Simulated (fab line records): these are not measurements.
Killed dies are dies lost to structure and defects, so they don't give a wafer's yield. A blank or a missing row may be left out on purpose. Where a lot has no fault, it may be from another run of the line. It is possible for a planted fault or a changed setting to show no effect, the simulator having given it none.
Lot-split experiment | flow n5 finfet | 21 wafers read from 7 lots, route of 1938 steps

THE SPLIT ITSELF
At N5_BEOL_M13_ETCH_68 (etches SOC in N2/H2, time 355 s), the setting time s was moved away from the recipe's 355 s on 5 of the 21 wafers read, by -8.1% to +17.9%. All remaining wafers had this setting at the recipe value.

The reading comes from the split's own step.

THE READING
SiARC_of_BEOL_M13_COAT_66.thk nm (the simulator's own value, which no gauge read), in nm, at N5_BEOL_M13_ETCH_68 (etches SOC in N2/H2, time 355 s). The file does not state a usual value for it. Across the 16 wafers here that went through the recipe, the average is 77.0 nm and the standard deviation 0.82 nm.

wafer  | tool, chamber at the split | time s as run, s | against the recipe | SiARC_of_BEOL_M13_COAT_66.thk nm, nm | against lot-mates on the recipe
L079.1 | rie diel-02, 2             | 326.3            | -8.1%              | 79                                   | +3.2
L079.3 | rie diel-02, 3             | 326.3            | -8.1%              | 79.8                                 | +4.0
L079.5 | rie diel-02, 2             | 355              | recipe             | 75.8                                 | -
L082.1 | rie diel-04, 1             | 355              | recipe             | 76.8                                 | -
L082.2 | rie diel-04, 3             | 355              | recipe             | 76.2                                 | -
L082.4 | rie diel-04, 1             | 355              | recipe             | 76.6                                 | -
L083.1 | rie diel-02, 2             | 355              | recipe             | 76.2                                 | -
L083.3 | rie diel-02, 0             | 355              | recipe             | 77                                   | -
L083.6 | rie diel-02, 2             | 355              | recipe             | 76.4                                 | -
L089.3 | rie diel-02, 2             | 355              | recipe             | 76.4                                 | -
L089.5 | rie diel-02, 0             | 355              | recipe             | 77.2                                 | -
L089.6 | rie diel-02, 3             | 396.6            | +11.7%             | 75.2                                 | -1.6
L090.2 | rie diel-04, 1             | 355              | recipe             | 78.6                                 | -
L090.3 | rie diel-04, 3             | 396.8            | +11.8%             | 73.2                                 | -5.1
L090.4 | rie diel-04, 1             | 355              | recipe             | 78                                   | -
L094.2 | rie diel-04, 0             | 355              | recipe             | 78.4                                 | -
L094.3 | rie diel-04, 1             | 418.7            | +17.9%             | 71.8                                 | -6.0
L094.5 | rie diel-04, 2             | 355              | recipe             | 77.2                                 | -
L095.1 | rie diel-01, 1             | 355              | recipe             | 77.8                                 | -
L095.3 | rie diel-01, 2             | 355              | recipe             | 77.6                                 | -
L095.4 | rie diel-01, 0             | 355              | recipe             | 76.2                                 | -

THE FIT
A straight line over all 21 wafers: SiARC_of_BEOL_M13_COAT_66.thk nm changes by -0.274 nm for each +1% of time s; r = -0.89; the points scatter about the line by 0.85 nm.
The same after taking each lot's own level away (the mean of its wafers on the recipe; 21 wafers): -0.341 nm for each +1%; r = -0.94; scatter 0.78 nm.
The reading moves by 6.1 nm for the largest change in time s, on that fit.
Measured against the standard deviation above, the lots' own levels, which go from 75.80 to 78.30 nm, span 3.0 times it.
In other words, the slope is changed by the lot-to-lot level; the two fits disagree.
Check: -5.94 nm against its lot-mates is what the line predicts for one of the wafers moved furthest among these (+17.9%) when that wafer is left out of the fit. It came out at -6 nm against them.

THESE WAFERS: OTHER SPLITS
These wafers also went through other splits before the reading. Each is held against what the fit with the lots' levels taken away leaves over:
other split on the same wafers    | wafers away from the commonest value | r with SiARC_of_BEOL_M13_COAT_66.thk nm (lot level and that fit taken away)
N5_BEOL_M11_DEGAS_44 temp c       | 7                                    | -0.40
N5_BEOL_M12_TRENCH_ETCH_34 time s | 7                                    | -0.08
N5_BEOL_M12_SPUTTER_45 time s     | 5                                    | -0.26

FILE'S OWN FIT
SiARC_of_BEOL_M13_COAT_66.thk nm changes by -0.325 nm for each +1% of time s, r = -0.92.
